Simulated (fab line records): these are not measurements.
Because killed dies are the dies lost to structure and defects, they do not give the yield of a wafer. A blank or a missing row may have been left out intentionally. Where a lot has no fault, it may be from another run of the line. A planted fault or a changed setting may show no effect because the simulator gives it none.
fab line records + flow n5_finfet
record
- lots=5
- wafers=14
- last_day=16
route steps=1938 shown BEOL_M6@1241 PASSIVATION@1936
lots that met no fault: taken from a fault-free run of the same line
start_h: start of the lot's first displayed wafer, in hours after the record's first day + wait_h: hours since the lot's step before + " repeats the value in the row above + L1.1+2: a single row standing in for several wafers + - no value present, or no start provided + * or withheld: withheld + < > ~ a bound
route shown NAME@n: names a module that has steps shown in the file, with the first one's number in the route + usual: mean/standard deviation taken from wafers without a fault + same: alike in all rows + chamber/n: place in a boat + sites: the reading at each site + _std_site: standard deviation across them + _edge_site: the outer-site mean with the inner-site mean subtracted + radius_mm: for every site, how far away it sits from the centre of the wafer + mask NAME#n: copy n + behind: the tool/chamber that last shaped the wafer + hold: cause of the lot's hold/its duration in hours/its outcome + device: which transistor (n, p or np) failed to switch + end of line: tests run on the same wafers once the route is complete + where a step has no rows: the recipe by itself + killed: the dies lost at the first sort to structure and to defects; this is not the yield of the wafer + map: shows each die of a wafer: x if killed, . if not, _ if none is there
set.NAME: the setting that was run; set.NAME@STEP: the one run at that earlier step + model.NAME: the simulator's own value behind a step, which no gauge read
a table for each step, a row for each wafer; lots at some steps of the route
services: the hour from which a tool's chamber was out of use, counted from the record's first day as start_h (under 0 if before that day), plus the number of hours and why
## steps
# step N5_BEOL_M6_STRIP_80
# recipe
- chemistry=N2/H2
- time_s=10
- power_w=450
- temp_c=40
- pressure_mtorr=20
- rf_frequency_hz=6e+07
- bias_power_w=7
- n2_flow_sccm=200
- h2_flow_sccm=200
# usual
- drypump_motor_current_A=5.7/0.42
- oes_product_au=0.80/0.083
- rf_vpp_V=59.3/0.85
- showerhead_plenum_p_Torr=2.57/0.12
- throttle_valve_pct=23.74/0.23
# same
- time_s=10
| lot.wafer | tool        | chamber | start_h | wait_h | drypump_motor_current_A | oes_product_au | rf_hours_counter_h | rf_vpp_V | showerhead_plenum_p_Torr | throttle_valve_pct |
|-----------|-------------|---------|---------|--------|-------------------------|----------------|--------------------|----------|--------------------------|--------------------|
| L255.2    | rie_diel-02 | 0       | -       | -      | 5.9                     | 0.80           | 128                | 59.8     | 2.65                     | 23.80              |
| L255.3    | "           | 3       | "       | "      | 5.7                     | 0.73           | 203                | 57.9     | 2.52                     | 23.50              |
| L255.5    | "           | 1       | "       | "      | 5.4                     | 0.81           | -                  | 57.9     | 2.68                     | 23.97              |
| L261.1    | rie_diel-06 | 1       | -       | -      | 6.4                     | 0.90           | 31                 | 59.2     | 2.70                     | 23.89              |
| L261.2    | "           | 0       | "       | "      | 5.6                     | 0.80           | 99                 | 59.0     | 2.66                     | 23.57              |
| L261.4    | "           | 3       | "       | "      | 6.3                     | 0.86           | 64                 | 59.2     | 2.47                     | 23.42              |
| L260.1    | rie_diel-02 | 1       | -       | -      | 5.4                     | 0.78           | 127                | 61.1     | 2.67                     | 24.03              |
| L260.3    | "           | 3       | "       | "      | 5.7                     | 0.72           | 227                | 58.9     | 2.51                     | 23.54              |
| L260.4    | "           | 3       | "       | "      | 5.7                     | 0.72           | -                  | 59.6     | 2.51                     | 23.53              |
| L263.1    | rie_diel-06 | 2       | -       | -      | 5.9                     | 0.68           | 239                | 59.5     | 2.51                     | 24.01              |
| L263.2    | "           | 0       | "       | "      | 5.6                     | 0.80           | 101                | 59.4     | 2.66                     | 23.57              |
| L263.3    | "           | 1       | "       | "      | 6.3                     | 0.91           | 32                 | 59.9     | 2.70                     | 23.88              |
| L265.4    | rie_diel-02 | 1       | -       | -      | 5.4                     | 0.78           | 134                | 59.4     | 2.66                     | 24.02              |
| L265.5    | "           | 0       | "       | "      | 5.9                     | 0.76           | -                  | 57.8     | 2.64                     | 23.85              |
# step N5_BEOL_M6_OCD_MEAS_38
# usual
- trench_depth_nm=94.1/1.1
| lot.wafer | tool   | chamber | start_h | wait_h | trench_depth_nm |
|-----------|--------|---------|---------|--------|-----------------|
| L255.2    | ocd-01 | -       | 201.08  | -      | 95.2            |
| L255.3    | "      | -       | "       | "      | 95.2            |
| L255.5    | "      | -       | "       | "      | 95.0            |
| L261.1    | ocd-02 | -       | 265.31  | -      | 94.3            |
| L261.2    | "      | -       | "       | "      | 94.6            |
| L261.4    | "      | -       | "       | "      | 94.0            |
| L260.1    | ocd-02 | -       | 265.35  | -      | 93.9            |
| L260.3    | "      | -       | "       | "      | 95.1            |
| L260.4    | "      | -       | "       | "      | 93.1            |
| L263.1    | ocd-02 | -       | 269.30  | -      | 94.0            |
| L263.2    | "      | -       | "       | "      | 93.8            |
| L263.3    | "      | -       | "       | "      | 94.6            |
| L265.4    | ocd-01 | -       | 285.52  | -      | 94.3            |
| L265.5    | "      | -       | "       | "      | 95.2            |
# step N5_BEOL_M6_HM_STRIP_39
# recipe
- chemistry=peroxide_tin_strip
- material=TiN
- target_depth_a=250
- temp_c=50
- time_s=158
# step N5_BEOL_M6_SRD_40
# recipe
- time_s=30
- temp_c=23
- rinse_liquid=diw
- dry=ipa_marangoni
# step N5_BEOL_M6_PRECLEAN_42
# recipe
- chemistry=residue_remover
- time_s=60
- temp_c=40
# step N5_BEOL_M6_SRD_43
# recipe
- time_s=30
- temp_c=23
- rinse_liquid=diw
- dry=ipa_marangoni
# step N5_BEOL_M6_CD_MEAS_35
# recipe
- target_cd_nm=40
- target_cd_y_nm=28
- polarity=opening
# usual
- cd_nm=39.8/0.43
| lot.wafer | tool      | chamber | start_h | wait_h | cd_nm |
|-----------|-----------|---------|---------|--------|-------|
| L255.2    | cd_sem-02 | -       | 201.23  | 0.0    | 39.8  |
| L255.3    | "         | -       | "       | "      | 39.9  |
| L255.5    | "         | -       | "       | "      | 40.0  |
| L261.1    | cd_sem-01 | -       | 265.46  | 0.0    | 40.3  |
| L261.2    | "         | -       | "       | "      | 39.9  |
| L261.4    | "         | -       | "       | "      | 40.0  |
| L260.1    | cd_sem-01 | -       | 265.51  | 0.0    | 39.1  |
| L260.3    | "         | -       | "       | "      | 40.2  |
| L260.4    | "         | -       | "       | "      | 40.3  |
| L263.1    | cd_sem-01 | -       | 269.45  | 0.0    | 39.6  |
| L263.2    | "         | -       | "       | "      | 39.9  |
| L263.3    | "         | -       | "       | "      | 39.1  |
| L265.4    | cd_sem-03 | -       | 285.68  | 0.0    | 40.2  |
| L265.5    | "         | -       | "       | "      | 39.5  |
# step N5_BEOL_M6_CURE_75
# recipe
- temp_c=370
- time_s=120
- ambient=DMADMS/He
- material=SiCOH_lowk
# usual
- lamp_power_pct=52.31/0.057
- wafer_temp_C_max=372.0/0.57
# same
- time_s=120
| lot.wafer | tool       | chamber | start_h | wait_h | lamp_power_pct | wafer_temp_C_max |
|-----------|------------|---------|---------|--------|----------------|------------------|
| L255.2    | uv_cure-02 | 1       | 201.32  | 0.1    | 52.38          | 371.9            |
| L255.3    | "          | 1       | "       | "      | 52.31          | 372.8            |
| L255.5    | "          | 1       | "       | "      | 52.28          | 373.1            |
| L261.1    | uv_cure-01 | 0       | 265.50  | 0.0    | 52.32          | 371.7            |
| L261.2    | "          | 0       | "       | "      | 52.38          | 371.7            |
| L261.4    | "          | 0       | "       | "      | 52.33          | 371.6            |
| L260.1    | uv_cure-03 | 0       | 265.55  | 0.0    | 52.28          | 373.8            |
| L260.3    | "          | 0       | "       | "      | 52.35          | 372.3            |
| L260.4    | "          | 0       | "       | "      | 52.34          | 373.0            |
| L263.1    | uv_cure-03 | 0       | 269.49  | 0.0    | 52.23          | 372.4            |
| L263.2    | "          | 0       | "       | "      | 52.30          | 372.3            |
| L263.3    | "          | 0       | "       | "      | 52.34          | 372.1            |
| L265.4    | uv_cure-01 | 0       | 286.01  | 0.3    | 52.27          | 371.6            |
| L265.5    | "          | 0       | "       | "      | 52.36          | 371.9            |
# step N5_BEOL_M6_DEGAS_44
# recipe
- ambient=vacuum
- temp_c=250
- time_s=60
# step N5_BEOL_M6_PRE_CLEAN_45
# recipe
- gas=H2/He
- time_s=30
- temp_c=250
# usual
- heater_power_w=337/31
# same
- time_s=30
| lot.wafer | tool           | chamber | start_h | wait_h | heater_power_w |
|-----------|----------------|---------|---------|--------|----------------|
| L255.2    | pvd_sputter-02 | -       | 201.67  | 0.0    | 342            |
| L255.3    | "              | -       | "       | "      | 387            |
| L255.5    | "              | -       | "       | "      | 417            |
| L260.1    | pvd_sputter-02 | -       | 266.04  | 0.0    | 380            |
| L260.3    | "              | -       | "       | "      | 347            |
| L260.4    | "              | -       | "       | "      | 321            |
| L261.1    | pvd_sputter-02 | -       | 266.20  | 0.0    | 320            |
| L261.2    | "              | -       | "       | "      | 377            |
| L261.4    | "              | -       | "       | "      | 349            |
| L263.1    | pvd_sputter-02 | -       | 269.87  | 0.0    | 422            |
| L263.2    | "              | -       | "       | "      | 341            |
| L263.3    | "              | -       | "       | "      | 318            |
| L265.4    | pvd_sputter-03 | -       | 286.42  | 0.0    | 323            |
| L265.5    | "              | -       | "       | "      | 348            |
# step N5_BEOL_M6_ALD_77
# recipe
- material=TaN
- target_thk_a=20
- temp_c=275
- ald_precursor_family=PDMAT
- ald_co_reactant=NH3
- pressure_torr=3
- carrier_flow_sccm=1500
- pulse_time_s=2
- purge_time_s=3
- co_reactant_purge_time_s=2
- co_reactant_pulse_time_s=3
- ald_cycles=40
- precursor_vessel_temp_c=75
- precursor_vessel_pressure_torr=26.25
- precursor_vessel_carrier_sccm=1000
# usual
- chamber_pressure_Torr=3.000/0.0068
- heater_power_w=441/49
# same
- ald_cycles=40
| lot.wafer | tool         | chamber | start_h | wait_h | chamber_pressure_Torr | heater_power_w |
|-----------|--------------|---------|---------|--------|-----------------------|----------------|
| L255.2    | ald_metal-04 | 0       | 201.73  | 0.0    | 3.008                 | 490            |
| L255.3    | "            | 3       | "       | "      | 3.008                 | 431            |
| L255.5    | "            | 0       | "       | "      | 3.007                 | 489            |
| L260.1    | ald_metal-02 | 3       | 266.10  | 0.0    | 3.003                 | 374            |
| L260.3    | "            | 1       | "       | "      | 3.002                 | 427            |
| L260.4    | "            | 0       | "       | "      | 3.012                 | 462            |
| L261.1    | ald_metal-03 | 2       | 266.26  | 0.0    | 3.000                 | 526            |
| L261.2    | "            | 0       | "       | "      | 2.992                 | 420            |
| L261.4    | "            | 1       | "       | "      | 2.995                 | 519            |
| L263.1    | ald_metal-03 | 3       | 269.93  | 0.0    | 2.999                 | 383            |
| L263.2    | "            | 2       | "       | "      | 3.000                 | 521            |
| L263.3    | "            | 0       | "       | "      | 3.001                 | 421            |
| L265.4    | ald_metal-04 | 3       | 286.61  | 0.2    | 2.999                 | 418            |
| L265.5    | "            | 2       | "       | "      | 3.000                 | 397            |
# step N5_BEOL_M6_SURFACE_TREAT_79
# recipe
- gas=Ar
- time_s=*
- ion_energy_ev=*
- ion_current_ma_cm2=0.5
- pressure_mtorr=*
- ar_flow_sccm=30
# usual
- throttle_valve_pct=*
# same
- time_s=*
| lot.wafer | tool           | chamber | start_h | wait_h | throttle_valve_pct |
|-----------|----------------|---------|---------|--------|--------------------|
| L255.2    | pvd_sputter-02 | -       | 202.11  | 0.2    | *                  |
| L255.3    | "              | -       | "       | "      | *                  |
| L255.5    | "              | -       | "       | "      | *                  |
| L260.1    | pvd_sputter-01 | -       | 266.47  | 0.2    | *                  |
| L260.3    | "              | -       | "       | "      | *                  |
| L260.4    | "              | -       | "       | "      | *                  |
| L261.1    | pvd_sputter-02 | -       | 266.56  | 0.2    | *                  |
| L261.2    | "              | -       | "       | "      | *                  |
| L261.4    | "              | -       | "       | "      | *                  |
| L263.1    | pvd_sputter-02 | -       | 270.25  | 0.2    | *                  |
| L263.2    | "              | -       | "       | "      | *                  |
| L263.3    | "              | -       | "       | "      | *                  |
| L265.4    | pvd_sputter-03 | -       | 287.04  | 0.3    | *                  |
| L265.5    | "              | -       | "       | "      | *                  |
# step N5_BEOL_M6_CVD_78
# recipe
- material=Co
- target_thk_a=20
- temp_c=withheld
- precursor=CCTBA/H2
- pressure_torr=30
- time_s=142.3
# usual
- chamber_pressure_Torr=30.00/0.066
- run_length_s=165.4/0.58
| lot.wafer | tool      | chamber | start_h | wait_h | chamber_pressure_Torr | run_length_s |
|-----------|-----------|---------|---------|--------|-----------------------|--------------|
| L255.2    | cvd_co-01 | 1       | 202.40  | 0.3    | 30.04                 | 165.5        |
| L255.3    | "         | 0       | "       | "      | 30.09                 | 164.9        |
| L255.5    | "         | 0       | "       | "      | 30.12                 | 164.8        |
| L260.1    | cvd_co-01 | 2       | 266.53  | 0.0    | 30.03                 | 165.6        |
| L260.3    | "         | 0       | "       | "      | 29.98                 | 165.2        |
| L260.4    | "         | 2       | "       | "      | 29.93                 | 165.9        |
| L261.1    | cvd_co-01 | 2       | 266.62  | 0.0    | 30.02                 | 165.9        |
| L261.2    | "         | 1       | "       | "      | 29.96                 | 165.8        |
| L261.4    | "         | 0       | "       | "      | 30.05                 | 165.1        |
| L263.1    | cvd_co-02 | 0       | 270.31  | 0.0    | 30.04                 | 166.6        |
| L263.2    | "         | 1       | "       | "      | 30.03                 | 164.8        |
| L263.3    | "         | 2       | "       | "      | 29.95                 | 165.5        |
| L265.4    | cvd_co-02 | 1       | 287.15  | 0.1    | 30.01                 | 162.5        |
| L265.5    | "         | 2       | "       | "      | 30.02                 | 165.6        |
# step N5_BEOL_M6_SPUTTER_48
# recipe
- material=Cu
- target_thk_a=100
- temp_c=-20
- bias_v=60
- power_w=26000
- chamber_pressure_pa=0.13
- time_s=1.667
# step N5_PASSIVATION_PROBE_49
# usual
- defect_limited_yield=91.5/1.4
- killed_at_M0_to_M3=32/9.8
- killed_at_M4_up=13/5.3
- killed_at_contacts=13/6.4
- killed_at_front_end=39/10
- killed_at_other=3.1/2.5
- killed_dies=100/17
- killed_open=65/13
- killed_short=33/7.7
- sort_bin_5_function=5.0/0.93
- sort_bin_6_memory=3.2/0.69
- sort_n_pass=1080/17
- sort_yield_pct=91.5/1.4
# same
- gross_dies=1180
- killed_at_back_side=0
- sort_bin_4_leakage[%]=0
- sort_bin_8_speed[%]=0
| lot.wafer | tool      | chamber | start_h | wait_h | defect_limited_yield[%] | killed_at_M0_to_M3 | killed_at_M4_up | killed_at_contacts | killed_at_front_end | killed_at_other | killed_dies | killed_open | killed_short | sort_bin_5_function[%] | sort_bin_6_memory[%] | sort_n_pass | sort_yield_pct[%] |
|-----------|-----------|---------|---------|--------|-------------------------|--------------------|-----------------|--------------------|---------------------|-----------------|-------------|-------------|--------------|------------------------|----------------------|-------------|-------------------|
| L255.2    | prober-02 | -       | 289.75  | 0.1    | 93.6                    | 24                 | 10              | 13                 | 27                  | 1               | 75          | 48          | 25           | 4.0                    | 2.2                  | 1105        | 93.6              |
| L255.3    | prober-02 | -       | 289.80  | 0.1    | 93.7                    | 16                 | 12              | 9                  | 35                  | 2               | 74          | 48          | 26           | 4.0                    | 2.1                  | 1106        | 93.7              |
| L255.5    | prober-02 | -       | 289.90  | 0.2    | 93.0                    | 27                 | 8               | 7                  | 32                  | 9               | 83          | 52          | 31           | 4.7                    | 2.3                  | 1097        | 93.0              |
| L261.1    | prober-01 | -       | 355.27  | 0.8    | 87.7                    | 57                 | 24              | 3                  | 56                  | 5               | 145         | 85          | 56           | 8.1                    | 3.9                  | 1035        | 87.7              |
| L261.2    | prober-01 | -       | 355.32  | 0.9    | 90.0                    | 31                 | 25              | 21                 | 39                  | 2               | 118         | 83          | 30           | 6.4                    | 3.4                  | 1062        | 90.0              |
| L261.4    | prober-01 | -       | 355.42  | 1.0    | 90.1                    | 29                 | 25              | 22                 | 37                  | 4               | 117         | 87          | 30           | 5.9                    | 3.9                  | 1063        | 90.1              |
| L260.1    | prober-01 | -       | 356.42  | 0.0    | 94.4                    | 21                 | 13              | 5                  | 26                  | 1               | 66          | 45          | 19           | 3.5                    | 2.0                  | 1114        | 94.4              |
| L260.3    | prober-01 | -       | 356.52  | 0.1    | 90.1                    | 34                 | 24              | 17                 | 39                  | 3               | 117         | 79          | 38           | 5.8                    | 4.1                  | 1063        | 90.1              |
| L260.4    | prober-01 | -       | 356.57  | 0.2    | 91.2                    | 41                 | 17              | 13                 | 29                  | 4               | 104         | 69          | 34           | 5.4                    | 3.1                  | 1076        | 91.2              |
| L263.1    | prober-02 | -       | 359.92  | 0.0    | 90.8                    | 43                 | 9               | 20                 | 32                  | 5               | 109         | 69          | 40           | 4.9                    | 4.1                  | 1071        | 90.8              |
| L263.2    | prober-02 | -       | 359.97  | 0.1    | 92.2                    | 31                 | 2               | 19                 | 37                  | 3               | 92          | 62          | 29           | 4.4                    | 3.0                  | 1088        | 92.2              |
| L263.3    | prober-02 | -       | 360.02  | 0.1    | 93.1                    | 18                 | 6               | 9                  | 48                  | 0               | 81          | 42          | 39           | 3.4                    | 2.9                  | 1099        | 93.1              |
| L265.4    | prober-01 | -       | 371.93  | 0.2    | 93.1                    | 23                 | 8               | 11                 | 35                  | 4               | 81          | 56          | 23           | 4.6                    | 1.9                  | 1099        | 93.1              |
| L265.5    | prober-01 | -       | 371.98  | 0.2    | 92.7                    | 23                 | 12              | 3                  | 44                  | 4               | 86          | 55          | 29           | 4.7                    | 2.2                  | 1094        | 92.7              |
# killed by level:class
L255.2 MOL_CONTACT_COAG:geometric_particle:open=10 STARTING-WAFER:geometric_particle:open=7 BEOL_M0_SAQP:geometric_particle:short=6 BEOL_M0_SAQP:geometric_particle:open=6 FIN_SAQP:geometric_particle:short=5 STI_FIN_REVEAL:geometric_particle:open=4 BEOL_M3:geometric_particle:open=4 FIN_SAQP:geometric_particle:open=3
L255.3 FIN_SAQP:geometric_particle:short=9 MOL_CONTACT_COAG:geometric_particle:open=8 FIN_SAQP:geometric_particle:open=6 STI_FIN_REVEAL:geometric_particle:open=6 BEOL_M3:geometric_particle:open=4 BEOL_M4:geometric_particle:open=4 BEOL_M1:geometric_particle:open=3 BEOL_M5:geometric_particle:open=3
L255.5 FIN_SAQP:geometric_particle:open=10 BEOL_M0_SAQP:geometric_particle:open=7 FIN_SAQP:geometric_particle:short=6 MOL_CONTACT_COAG:geometric_particle:open=6 BEOL_M1:geometric_particle:short=4 STARTING-WAFER:geometric_particle:open=4 STI_FIN_REVEAL:geometric_particle:open=3 BEOL_M0_SAQP:geometric_particle:short=3
L261.1 BEOL_M0_SAQP:geometric_particle:short=18 FIN_SAQP:geometric_particle:open=16 BEOL_M0_SAQP:geometric_particle:open=14 BEOL_M3:geometric_particle:open=13 FIN_SAQP:geometric_particle:short=11 BEOL_M4:geometric_particle:open=9 STI_FIN_REVEAL:geometric_particle:open=8 BEOL_M2:geometric_particle:open=8
L261.2 MOL_CONTACT_COAG:geometric_particle:open=17 BEOL_M2:geometric_particle:open=13 BEOL_M4:geometric_particle:open=8 FIN_SAQP:geometric_particle:open=7 BEOL_M3:geometric_particle:open=6 BEOL_M6:geometric_particle:open=6 FIN_SAQP:geometric_particle:short=5 BEOL_M1:geometric_particle:open=5
L261.4 MOL_CONTACT_COAG:geometric_particle:open=18 BEOL_M2:geometric_particle:open=10 FIN_SAQP:geometric_particle:open=9 STI_FIN_REVEAL:geometric_particle:open=7 BEOL_M3:geometric_particle:open=7 BEOL_M5:geometric_particle:open=7 BEOL_M0_SAQP:geometric_particle:short=6 BEOL_M4:geometric_particle:open=6
L260.1 STI_FIN_REVEAL:geometric_particle:open=7 BEOL_M3:geometric_particle:open=7 BEOL_M1:geometric_particle:open=4 MOL_CONTACT_COAG:geometric_particle:open=4 BEOL_M2:geometric_particle:open=4 BEOL_M6:geometric_particle:open=3 STARTING-WAFER:geometric_particle:short=3 STARTING-WAFER:geometric_particle:open=3
L260.3 BEOL_M0_SAQP:geometric_particle:open=15 MOL_CONTACT_COAG:geometric_particle:open=13 STI_FIN_REVEAL:geometric_particle:open=10 BEOL_M4:geometric_particle:open=9 BEOL_M0_SAQP:geometric_particle:short=8 FIN_SAQP:geometric_particle:short=5 GATE_CUT:geometric_particle:short=5 BEOL_M2:geometric_particle:open=5
L260.4 BEOL_M0_SAQP:geometric_particle:open=16 MOL_CONTACT_COAG:geometric_particle:open=8 BEOL_M0_SAQP:geometric_particle:short=8 BEOL_M2:geometric_particle:open=8 FIN_SAQP:geometric_particle:open=5 MOL_CONTACT_COAG:geometric_particle:short=5 BEOL_M4:geometric_particle:open=5 BEOL_M6:geometric_particle:open=5
L263.1 BEOL_M0_SAQP:geometric_particle:open=12 MOL_CONTACT_COAG:geometric_particle:short=12 BEOL_M0_SAQP:geometric_particle:short=11 STI_FIN_REVEAL:geometric_particle:open=9 MOL_CONTACT_COAG:geometric_particle:open=8 BEOL_M3:geometric_particle:open=7 FIN_SAQP:geometric_particle:short=5 BEOL_M1:geometric_particle:open=5
L263.2 MOL_CONTACT_COAG:geometric_particle:open=13 BEOL_M1:geometric_particle:open=11 FIN_SAQP:geometric_particle:open=8 BEOL_M3:geometric_particle:open=7 FIN_SAQP:geometric_particle:short=6 STI_FIN_REVEAL:geometric_particle:open=6 MOL_CONTACT_COAG:geometric_particle:short=6 DUMMY_GATE:geometric_particle:open=5
L263.3 STI_FIN_REVEAL:geometric_particle:open=11 FIN_SAQP:geometric_particle:short=8 BEOL_M0_SAQP:geometric_particle:short=8 GATE_CUT:geometric_particle:short=7 MOL_CONTACT_COAG:geometric_particle:open=6 FIN_SAQP:geometric_particle:open=5 STARTING-WAFER:geometric_particle:short=5 GATE_CUT:geometric_particle:open=5
L265.4 STI_FIN_REVEAL:geometric_particle:open=10 MOL_CONTACT_COAG:geometric_particle:open=10 BEOL_M2:geometric_particle:open=9 FIN_SAQP:geometric_particle:short=6 BEOL_M0_SAQP:geometric_particle:open=5 BEOL_M3:geometric_particle:open=4 ILD0:geometric_particle:short=3 GATE_CUT:geometric_particle:short=3
L265.5 FIN_SAQP:geometric_particle:open=17 STI_FIN_REVEAL:geometric_particle:open=7 BEOL_M0_SAQP:geometric_particle:short=7 BEOL_M4:geometric_particle:open=6 FIN_SAQP:geometric_particle:short=4 BEOL_M0_SAQP:geometric_particle:open=4 STARTING-WAFER:geometric_particle:short=3 ILD0:geometric_particle:short=3
## services
| tool           | chamber | start_h | hours | kind                          |
|----------------|---------|---------|-------|-------------------------------|
| cvd_co-01      | -       | 178.50  | 1.1   | repair                        |
| pvd_sputter-01 | -       | 194.82  | 4.9   | repair                        |
| ald_metal-02   | -       | 196.70  | 0.3   | repair                        |
| uv_cure-01     | -       | 204.02  | 1.0   | pm                            |
| uv_cure-02     | -       | 209.99  | 3.4   | pm                            |
| uv_cure-02     | -       | 225.97  | 5.9   | repair                        |
| ald_metal-03   | -       | 226.43  | 1.0   | repair                        |
| uv_cure-01     | -       | 226.51  | 9.2   | pm                            |
| ald_metal-03   | 3       | 231.50  | 15.4  | repair                        |
| cvd_co-01      | -       | 233.89  | 1.6   | repair                        |
| cvd_co-01      | 1       | 235.94  | 3.0   | repair                        |
| rie_diel-02    | 2       | 237.85  | -     | clean                         |
| rie_diel-02    | 2       | 237.85  | -     | consumable_replace:focus_ring |
| rie_diel-02    | 2       | 237.85  | 13.9  | scheduled_down                |
| rie_diel-02    | 2       | 237.85  | 13.9  | vent_cycle                    |
| cvd_co-02      | -       | 239.66  | 6.9   | pm                            |
| rie_diel-06    | 0       | 243.05  | 2.5   | repair                        |
| ald_metal-04   | 1       | 261.56  | 27.0  | repair                        |
| rie_diel-02    | 0       | 263.26  | 1.9   | repair                        |
| ald_metal-04   | -       | 282.66  | 1.0   | repair                        |
## key
first_sign
- step=N5_BEOL_M6_CVD_78
- reading=run_length_s
- direction=down
- sigmas=5.1
- usual=*
- struck=*
effect none on later readings
met_at N5_BEOL_M6_CVD_78
struck_wafers L265.4
onset_between 270.31 287.15
fault
- kind=process_parameter_drift
- tool=cvd_co-02
- chamber=-
- onset_h=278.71
- steps=N5_BEOL_M6_CVD_78
- channel=time_s
- offset=*
- shape=step
- end_h=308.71
- scope=struck_wafers_only
- acts_in=*
- stated=*
